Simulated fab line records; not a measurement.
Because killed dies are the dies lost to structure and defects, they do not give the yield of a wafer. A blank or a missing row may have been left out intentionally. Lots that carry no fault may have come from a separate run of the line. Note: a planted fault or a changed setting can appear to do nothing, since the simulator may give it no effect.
Matching of chambers -- flow n5Finfet -- N5_BEOL_M1_ALD_98 on aldSin-04 has 4 sister chambers
The step deposits SiO2, target thk 2.5 nm, pulse time 1 s, co reactant pulse time 1 s. 8 wafers are shown with their chamber, then 9 later ones without.

## WAFERS WITH THEIR CHAMBER
wafer,chamber,heaterPowerW (W),precursorPulseHeightRel
L074.4,1,71,0.994
L075.6,3,81,1.016
L077.5,3,82,1.007
L078.3,1,71,1.005
L078.5,0,74,0.997
L079.1,0,74,1.013
L079.2,2,70,1.005
L079.6,2,70,1.023

## WAFERS WHOSE CHAMBER IS MISSING
wafer,heaterPowerW (W),precursorPulseHeightRel
L082.1,79,0.963
L082.3,71,1.009
L082.6,71,1.003
L089.1,71,1.014
L089.2,75,0.982
L089.4,71,0.975
L097.2,71,1.012
L097.3,80,1.001
L097.5,71,0.988

## EACH ONE'S CHAMBER
wafer,from the rows above,in truth
L082.1,3,3
L082.3,can't be placed: 1 or 2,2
L082.6,1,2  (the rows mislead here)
L089.1,can't be placed: 1 or 2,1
L089.2,0,0
L089.4,1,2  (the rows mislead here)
L097.2,can't be placed: 1 or 2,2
L097.3,3,3
L097.5,1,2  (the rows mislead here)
Correct placement for 3 of the 9. Cannot be placed on the basis of these rows: 3; the candidates contain the true chamber in 3. Number placed wrongly: 3.
How it was worked out, from the rows above alone: a wafer's distance from a chamber is the root of the sum, over the readings, of the square of ((its reading less the chamber's mean) divided by the reading's scatter). If the next closest chamber is less than 2 further off than the closest, the wafer can't be placed; otherwise it belongs to the closest. Each chamber's mean is taken over the wafers shown for it. The scatter: take each reading less its chamber's mean, square it, sum over the shown wafers, divide by the number of wafers less the number of chambers, and take the root.
